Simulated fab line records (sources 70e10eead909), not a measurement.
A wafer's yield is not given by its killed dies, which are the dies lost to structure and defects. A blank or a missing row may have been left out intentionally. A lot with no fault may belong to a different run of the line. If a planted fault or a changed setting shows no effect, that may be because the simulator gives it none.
Which tool was responsible? || flow nand harc || 24 lots, 72 wafers sampled, at 4 steps of a route of 1302

== WHAT THE GAUGES READ, wafer by wafer ==
NHARC_A_CHANNEL_FILL_D1_INSPECT_13.
{"lot": "L074", "measured": "day 10 23:26", "on": "defect inspect-02", "raw defect count": "403 450 611"}
{"lot": "L075", "measured": "day 10 23:26", "on": "defect inspect-01", "raw defect count": "128 159 162"}
{"lot": "L076", "measured": "day 12 04:57", "on": "defect inspect-02", "raw defect count": "305 268 220"}
{"lot": "L077", "measured": "day 12 04:58", "on": "defect inspect-02", "raw defect count": "324 404 477"}
{"lot": "L078", "measured": "day 12 11:46", "on": "defect inspect-02", "raw defect count": "259 286 252"}
{"lot": "L079", "measured": "day 12 21:41", "on": "defect inspect-02", "raw defect count": "147 254 465"}
{"lot": "L080", "measured": "day 13 08:28", "on": "defect inspect-02", "raw defect count": "154 246 423"}
{"lot": "L081", "measured": "day 14 00:13", "on": "defect inspect-01", "raw defect count": "438 258 477"}
{"lot": "L082", "measured": "day 14 08:21", "on": "defect inspect-01", "raw defect count": "228 291 244"}
{"lot": "L083", "measured": "day 14 19:13", "on": "defect inspect-01", "raw defect count": "154 233 145"}
{"lot": "L085", "measured": "day 15 07:35", "on": "defect inspect-01", "raw defect count": "449 473 430"}
{"lot": "L084", "measured": "day 15 07:35", "on": "defect inspect-02", "raw defect count": "243 253 201"}
{"lot": "L086", "measured": "day 15 17:29", "on": "defect inspect-01", "raw defect count": "333 195 200"}
{"lot": "L087", "measured": "day 16 11:35", "on": "defect inspect-02", "raw defect count": "302 223 222"}
{"lot": "L088", "measured": "day 16 19:23", "on": "defect inspect-02", "raw defect count": "173 262 220"}
{"lot": "L089", "measured": "day 17 15:34", "on": "defect inspect-01", "raw defect count": "342 471 567"}
{"lot": "L091", "measured": "day 17 21:29", "on": "defect inspect-01", "raw defect count": "180 333 321"}
{"lot": "L090", "measured": "day 17 21:29", "on": "defect inspect-01", "raw defect count": "451 222 213"}
{"lot": "L092", "measured": "day 18 07:13", "on": "defect inspect-01", "raw defect count": "439 224 331"}
{"lot": "L093", "measured": "day 18 20:34", "on": "defect inspect-01", "raw defect count": "327 560 749"}
{"lot": "L094", "measured": "day 19 04:04", "on": "defect inspect-01", "raw defect count": "145 211 178"}
{"lot": "L095", "measured": "day 19 20:49", "on": "defect inspect-02", "raw defect count": "209 201 195"}
{"lot": "L097", "measured": "day 20 03:36", "on": "defect inspect-01", "raw defect count": "155 150 227"}
{"lot": "L096", "measured": "day 20 03:36", "on": "defect inspect-02", "raw defect count": "550 442 734"}

NHARC_A_CHANNEL_HOLE_D2_CD_MEAS_10: target cd 100 nm.
{"lot": "L074", "measured": "day 13 08:14", "on": "cd sem-03", "cd nm (nm)": "100.3 100.1 100.7"}
{"lot": "L075", "measured": "day 13 08:38", "on": "cd sem-03", "cd nm (nm)": "99.6 100.0 100.1"}
{"lot": "L076", "measured": "day 14 06:46", "on": "cd sem-01", "cd nm (nm)": "99.9 100.2 100.2"}
{"lot": "L077", "measured": "day 14 07:28", "on": "cd sem-01", "cd nm (nm)": "100.6 100.4 100.1"}
{"lot": "L078", "measured": "day 14 13:53", "on": "cd sem-01", "cd nm (nm)": "100.8 100.2 99.8"}
{"lot": "L079", "measured": "day 15 03:41", "on": "cd sem-03", "cd nm (nm)": "100.1 100.1 100.0"}
{"lot": "L080", "measured": "day 15 16:54", "on": "cd sem-01", "cd nm (nm)": "99.7 99.9 100.0"}
{"lot": "L081", "measured": "day 16 01:44", "on": "cd sem-02", "cd nm (nm)": "100.0 100.2 99.6"}
{"lot": "L082", "measured": "day 16 10:01", "on": "cd sem-02", "cd nm (nm)": "99.6 100.3 100.6"}
{"lot": "L083", "measured": "day 17 02:25", "on": "cd sem-03", "cd nm (nm)": "100.9 100.5 100.6"}
{"lot": "L085", "measured": "day 17 13:29", "on": "cd sem-01", "cd nm (nm)": "100.3 100.1 99.7"}
{"lot": "L084", "measured": "day 17 12:36", "on": "cd sem-01", "cd nm (nm)": "100.3 100.2 100.3"}
{"lot": "L086", "measured": "day 17 21:41", "on": "cd sem-02", "cd nm (nm)": "100.1 100.4 99.9"}
{"lot": "L087", "measured": "day 18 13:49", "on": "cd sem-03", "cd nm (nm)": "99.8 100.0 100.4"}
{"lot": "L088", "measured": "day 19 11:32", "on": "cd sem-01", "cd nm (nm)": "99.3 99.7 100.4"}
{"lot": "L089", "measured": "day 19 21:29", "on": "cd sem-03", "cd nm (nm)": "100.4 100.7 100.4"}
{"lot": "L091", "measured": "day 19 20:11", "on": "cd sem-03", "cd nm (nm)": "100.2 100.2 100.5"}
{"lot": "L090", "measured": "day 19 20:20", "on": "cd sem-03", "cd nm (nm)": "100.5 100.4 100.9"}
{"lot": "L092", "measured": "day 20 11:02", "on": "cd sem-02", "cd nm (nm)": "100.1 99.4 99.8"}
{"lot": "L093", "measured": "day 21 03:55", "on": "cd sem-02", "cd nm (nm)": "100.4 100.3 100.7"}
{"lot": "L094", "measured": "day 21 21:52", "on": "cd sem-03", "cd nm (nm)": "99.5 99.8 99.6"}
{"lot": "L095", "measured": "day 22 00:57", "on": "cd sem-01", "cd nm (nm)": "100.3 100.2 99.9"}
{"lot": "L097", "measured": "day 22 06:17", "on": "cd sem-03", "cd nm (nm)": "100.0 99.5 99.8"}
{"lot": "L096", "measured": "day 22 06:26", "on": "cd sem-03", "cd nm (nm)": "100.5 101.0 100.6"}

== WHAT TOOL EACH LOT RAN ON (gives the tool, then ch and the chambers of the sampled wafers, and finally the start) ==
{"lot": "L074", "NHARC_A_ONON_D2_DEP_33": "pecvd-02 ch 0,1,2, day 13 05:05", "NHARC_A_CHANNEL_HOLE_D2_DEP_00": "acl dep-01 ch 0, day 13 05:35"}
{"lot": "L075", "NHARC_A_ONON_D2_DEP_33": "pecvd-02 ch 1,2, day 13 05:19", "NHARC_A_CHANNEL_HOLE_D2_DEP_00": "acl dep-02 ch 0, day 13 05:52"}
{"lot": "L076", "NHARC_A_ONON_D2_DEP_33": "pecvd-03 ch 0,2, day 14 03:41", "NHARC_A_CHANNEL_HOLE_D2_DEP_00": "acl dep-02 ch 0, day 14 04:15"}
{"lot": "L077", "NHARC_A_ONON_D2_DEP_33": "pecvd-02 ch 1,2, day 14 03:43", "NHARC_A_CHANNEL_HOLE_D2_DEP_00": "acl dep-01 ch 0, day 14 04:49"}
{"lot": "L078", "NHARC_A_ONON_D2_DEP_33": "pecvd-03 ch 0,1, day 14 10:49", "NHARC_A_CHANNEL_HOLE_D2_DEP_00": "acl dep-01 ch 0, day 14 11:39"}
{"lot": "L079", "NHARC_A_ONON_D2_DEP_33": "pecvd-01 ch 0,1, day 15 00:37", "NHARC_A_CHANNEL_HOLE_D2_DEP_00": "acl dep-03 ch 0, day 15 01:47"}
{"lot": "L080", "NHARC_A_ONON_D2_DEP_33": "pecvd-02 ch 0,1, day 15 11:05", "NHARC_A_CHANNEL_HOLE_D2_DEP_00": "acl dep-03 ch 0, day 15 14:17"}
{"lot": "L081", "NHARC_A_ONON_D2_DEP_33": "pecvd-01 ch 0,1, day 15 22:38", "NHARC_A_CHANNEL_HOLE_D2_DEP_00": "acl dep-02 ch 0, day 15 23:50"}
{"lot": "L082", "NHARC_A_ONON_D2_DEP_33": "pecvd-02 ch 0,2, day 16 06:48", "NHARC_A_CHANNEL_HOLE_D2_DEP_00": "acl dep-01 ch 0, day 16 07:21"}
{"lot": "L083", "NHARC_A_ONON_D2_DEP_33": "pecvd-02 ch 0,1,2, day 16 19:43", "NHARC_A_CHANNEL_HOLE_D2_DEP_00": "acl dep-02 ch 0, day 16 23:44"}
{"lot": "L085", "NHARC_A_ONON_D2_DEP_33": "pecvd-03 ch 0,1, day 17 09:29", "NHARC_A_CHANNEL_HOLE_D2_DEP_00": "acl dep-02 ch 0, day 17 11:35"}
{"lot": "L084", "NHARC_A_ONON_D2_DEP_33": "pecvd-02 ch 1,2, day 17 09:28", "NHARC_A_CHANNEL_HOLE_D2_DEP_00": "acl dep-03 ch 0, day 17 10:36"}
{"lot": "L086", "NHARC_A_ONON_D2_DEP_33": "pecvd-03 ch 0,2, day 17 17:41", "NHARC_A_CHANNEL_HOLE_D2_DEP_00": "acl dep-02 ch 0, day 17 19:22"}
{"lot": "L087", "NHARC_A_ONON_D2_DEP_33": "pecvd-03 ch 0,1,2, day 18 10:36", "NHARC_A_CHANNEL_HOLE_D2_DEP_00": "acl dep-03 ch 0, day 18 11:23"}
{"lot": "L088", "NHARC_A_ONON_D2_DEP_33": "pecvd-01 ch 0,1,2, day 19 05:20", "NHARC_A_CHANNEL_HOLE_D2_DEP_00": "acl dep-01 ch 0, day 19 09:58"}
{"lot": "L089", "NHARC_A_ONON_D2_DEP_33": "pecvd-01 ch 0,1,2, day 19 17:05", "NHARC_A_CHANNEL_HOLE_D2_DEP_00": "acl dep-02 ch 0, day 19 19:47"}
{"lot": "L091", "NHARC_A_ONON_D2_DEP_33": "pecvd-03 ch 0,2, day 19 16:48", "NHARC_A_CHANNEL_HOLE_D2_DEP_00": "acl dep-01 ch 0, day 19 17:40"}
{"lot": "L090", "NHARC_A_ONON_D2_DEP_33": "pecvd-02 ch 0,1,2, day 19 16:51", "NHARC_A_CHANNEL_HOLE_D2_DEP_00": "acl dep-03 ch 0, day 19 17:43"}
{"lot": "L092", "NHARC_A_ONON_D2_DEP_33": "pecvd-02 ch 1,2, day 20 07:50", "NHARC_A_CHANNEL_HOLE_D2_DEP_00": "acl dep-02 ch 0, day 20 09:00"}
{"lot": "L093", "NHARC_A_ONON_D2_DEP_33": "pecvd-01 ch 1,2, day 20 21:43", "NHARC_A_CHANNEL_HOLE_D2_DEP_00": "acl dep-03 ch 0, day 21 01:25"}
{"lot": "L094", "NHARC_A_ONON_D2_DEP_33": "pecvd-03 ch 0,1,2, day 21 14:36", "NHARC_A_CHANNEL_HOLE_D2_DEP_00": "acl dep-01 ch 0, day 21 19:34"}
{"lot": "L095", "NHARC_A_ONON_D2_DEP_33": "pecvd-03 ch 0,1,2, day 21 21:42", "NHARC_A_CHANNEL_HOLE_D2_DEP_00": "acl dep-03 ch 0, day 21 22:55"}
{"lot": "L097", "NHARC_A_ONON_D2_DEP_33": "pecvd-01 ch 0,1, day 22 01:49", "NHARC_A_CHANNEL_HOLE_D2_DEP_00": "acl dep-02 ch 0, day 22 03:57"}
{"lot": "L096", "NHARC_A_ONON_D2_DEP_33": "pecvd-03 ch 0,1, day 22 01:46", "NHARC_A_CHANNEL_HOLE_D2_DEP_00": "acl dep-01 ch 0, day 22 04:06"}
- NHARC_A_ONON_D2_DEP_33: deposits SiO2, target thk 200 nm.
- NHARC_A_CHANNEL_HOLE_D2_DEP_00: deposits aC, target thk 3100 nm.

== AS READ BY THE TOOLS THEMSELVES (means over the sampled wafers that have a number; for cases with no such wafer, the mark the record gives instead) ==
NHARC_A_ONON_D2_DEP_33.
{"lot": "L074", "tool": "pecvd-02", "heater power w (W)": 615, "throttle valve pct (%)": 16.0}
{"lot": "L075", "tool": "pecvd-02", "heater power w (W)": 633, "throttle valve pct (%)": 15.8}
{"lot": "L076", "tool": "pecvd-03", "heater power w (W)": 633, "throttle valve pct (%)": 16.1}
{"lot": "L077", "tool": "pecvd-02", "heater power w (W)": 639, "throttle valve pct (%)": 16.3}
{"lot": "L078", "tool": "pecvd-03", "heater power w (W)": 576, "throttle valve pct (%)": 16.0}
{"lot": "L079", "tool": "pecvd-01", "heater power w (W)": 656, "throttle valve pct (%)": 16.3}
{"lot": "L080", "tool": "pecvd-02", "heater power w (W)": 640, "throttle valve pct (%)": 15.7}
{"lot": "L081", "tool": "pecvd-01", "heater power w (W)": 715, "throttle valve pct (%)": 16.4}
{"lot": "L082", "tool": "pecvd-02", "heater power w (W)": 521, "throttle valve pct (%)": 16.6}
{"lot": "L083", "tool": "pecvd-02", "heater power w (W)": 609, "throttle valve pct (%)": 16.2}
{"lot": "L085", "tool": "pecvd-03", "heater power w (W)": 575, "throttle valve pct (%)": 15.4}
{"lot": "L084", "tool": "pecvd-02", "heater power w (W)": 603, "throttle valve pct (%)": 16.3}
{"lot": "L086", "tool": "pecvd-03", "heater power w (W)": 685, "throttle valve pct (%)": 16.4}
{"lot": "L087", "tool": "pecvd-03", "heater power w (W)": 589, "throttle valve pct (%)": 16.0}
{"lot": "L088", "tool": "pecvd-01", "heater power w (W)": 569, "throttle valve pct (%)": 16.5}
{"lot": "L089", "tool": "pecvd-01", "heater power w (W)": 648, "throttle valve pct (%)": 16.4}
{"lot": "L091", "tool": "pecvd-03", "heater power w (W)": 707, "throttle valve pct (%)": 16.6}
{"lot": "L090", "tool": "pecvd-02", "heater power w (W)": 608, "throttle valve pct (%)": 15.7}
{"lot": "L092", "tool": "pecvd-02", "heater power w (W)": 633, "throttle valve pct (%)": 15.7}
{"lot": "L093", "tool": "pecvd-01", "heater power w (W)": 496, "throttle valve pct (%)": 16.6}
{"lot": "L094", "tool": "pecvd-03", "heater power w (W)": 625, "throttle valve pct (%)": 16.2}
{"lot": "L095", "tool": "pecvd-03", "heater power w (W)": 613, "throttle valve pct (%)": 16.2}
{"lot": "L097", "tool": "pecvd-01", "heater power w (W)": 726, "throttle valve pct (%)": 15.9}
{"lot": "L096", "tool": "pecvd-03", "heater power w (W)": 543, "throttle valve pct (%)": 15.8}

NHARC_A_CHANNEL_HOLE_D2_DEP_00.
{"lot": "L074", "tool": "acl dep-01", "throttle valve pct (%)": 34.998}
{"lot": "L075", "tool": "acl dep-02", "throttle valve pct (%)": 35.005}
{"lot": "L076", "tool": "acl dep-02", "throttle valve pct (%)": 34.996}
{"lot": "L077", "tool": "acl dep-01", "throttle valve pct (%)": 35.001}
{"lot": "L078", "tool": "acl dep-01", "throttle valve pct (%)": 35.005}
{"lot": "L079", "tool": "acl dep-03", "throttle valve pct (%)": 34.999}
{"lot": "L080", "tool": "acl dep-03", "throttle valve pct (%)": 35.003}
{"lot": "L081", "tool": "acl dep-02", "throttle valve pct (%)": 34.997}
{"lot": "L082", "tool": "acl dep-01", "throttle valve pct (%)": 34.996}
{"lot": "L083", "tool": "acl dep-02", "throttle valve pct (%)": 35.003}
{"lot": "L085", "tool": "acl dep-02", "throttle valve pct (%)": 35.006}
{"lot": "L084", "tool": "acl dep-03", "throttle valve pct (%)": 35.005}
{"lot": "L086", "tool": "acl dep-02", "throttle valve pct (%)": 35.003}
{"lot": "L087", "tool": "acl dep-03", "throttle valve pct (%)": 35.003}
{"lot": "L088", "tool": "acl dep-01", "throttle valve pct (%)": 35.000}
{"lot": "L089", "tool": "acl dep-02", "throttle valve pct (%)": 34.997}
{"lot": "L091", "tool": "acl dep-01", "throttle valve pct (%)": 35.004}
{"lot": "L090", "tool": "acl dep-03", "throttle valve pct (%)": 35.002}
{"lot": "L092", "tool": "acl dep-02", "throttle valve pct (%)": 34.994}
{"lot": "L093", "tool": "acl dep-03", "throttle valve pct (%)": 34.997}
{"lot": "L094", "tool": "acl dep-01", "throttle valve pct (%)": 35.003}
{"lot": "L095", "tool": "acl dep-03", "throttle valve pct (%)": 34.993}
{"lot": "L097", "tool": "acl dep-02", "throttle valve pct (%)": 35.005}
{"lot": "L096", "tool": "acl dep-01", "throttle valve pct (%)": 35.004}

== THE ANSWER, worked out from the rows above alone ==
Rule: usual is defined by the lots themselves. Put in order of their means at a reading, lots are off if they are a third of the lots or fewer, leave a main group of 4 or more, and stand apart from it by a gap of 3 or more times the standard deviation of the main group's means; of several such gaps the widest counts. If all means in a main group match to the digits the tables above print for the reading, that group is not used. A lot without any number at a reading at which 4 lots or more have one is off too. Where the step has rows for the other lots, those lots are counted as sound. After the gauges, taken in route order, come the tools' own readings; for these a lot's mean is taken, as printed above. At the first step where some lot is off, the reading lying furthest off is the one used; lots without a number count as furthest.
Across all readings shown, no lot is off: no conclusion can be drawn from this.

== WHAT THE SIMULATOR HAD INSERTED ==
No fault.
